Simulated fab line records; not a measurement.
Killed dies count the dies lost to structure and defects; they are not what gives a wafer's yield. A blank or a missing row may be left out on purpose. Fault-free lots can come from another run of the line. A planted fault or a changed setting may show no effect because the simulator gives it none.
Chamber matching / flow n5-finfet / N5_BEOL_M4_PECVD_72 on pecvd-03 has 3 sister chambers
The step deposits SiO2 from TEOS/O2, target thk 16 nm, time 18 s. 6 wafers are shown with their chamber, then 7 later ones without.

EACH WAFER AND ITS CHAMBER
wafer=L080.2; chamber=2; throttle-valve-pct (%)=22.4; showerhead-plenum-p-Torr (Torr)=8.79
wafer=L081.4; chamber=2; throttle-valve-pct (%)=22.5; showerhead-plenum-p-Torr (Torr)=8.77
wafer=L085.2; chamber=0; throttle-valve-pct (%)=22.0; showerhead-plenum-p-Torr (Torr)=8.76
wafer=L085.6; chamber=1; throttle-valve-pct (%)=24.3; showerhead-plenum-p-Torr (Torr)=8.82
wafer=L087.1; chamber=0; throttle-valve-pct (%)=22.3; showerhead-plenum-p-Torr (Torr)=8.76
wafer=L087.2; chamber=1; throttle-valve-pct (%)=24.0; showerhead-plenum-p-Torr (Torr)=8.83

WAFERS MISSING THEIR CHAMBER
wafer=L087.3; throttle-valve-pct (%)=22.4; showerhead-plenum-p-Torr (Torr)=8.76
wafer=L091.1; throttle-valve-pct (%)=20.6; showerhead-plenum-p-Torr (Torr)=8.78
wafer=L091.3; throttle-valve-pct (%)=22.6; showerhead-plenum-p-Torr (Torr)=8.76
wafer=L091.5; throttle-valve-pct (%)=21.0; showerhead-plenum-p-Torr (Torr)=8.75
wafer=L095.1; throttle-valve-pct (%)=20.8; showerhead-plenum-p-Torr (Torr)=8.76
wafer=L095.2; throttle-valve-pct (%)=22.3; showerhead-plenum-p-Torr (Torr)=8.76
wafer=L095.4; throttle-valve-pct (%)=20.8; showerhead-plenum-p-Torr (Torr)=8.79

WHICH CHAMBER EACH WENT THROUGH
wafer=L087.3; from the rows above=can't be placed: 0 or 2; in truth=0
wafer=L091.1; from the rows above=can't be placed: 0 or 2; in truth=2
wafer=L091.3; from the rows above=can't be placed: 2 or 0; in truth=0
wafer=L091.5; from the rows above=0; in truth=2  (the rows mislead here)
wafer=L095.1; from the rows above=can't be placed: 0 or 2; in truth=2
wafer=L095.2; from the rows above=can't be placed: 0 or 2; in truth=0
wafer=L095.4; from the rows above=can't be placed: 0 or 2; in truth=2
Correctly placed: 0 of 7. These rows do not allow placing 6 (true chamber among the candidates in 6). Placed wrongly: 1.
How it was worked out, from the rows above alone: a wafer's distance from a chamber is the root of the sum, over the readings, of the square of ((its reading less the chamber's mean) divided by the reading's scatter). If the next closest chamber is less than 2 further off than the closest, the wafer can't be placed; otherwise it belongs to the closest. The mean given for a chamber averages the wafers shown for that chamber. How the scatter is found: for the shown wafers, subtract from each reading the mean of its chamber, square and add these, divide the total by (wafers less chambers), then take the root.
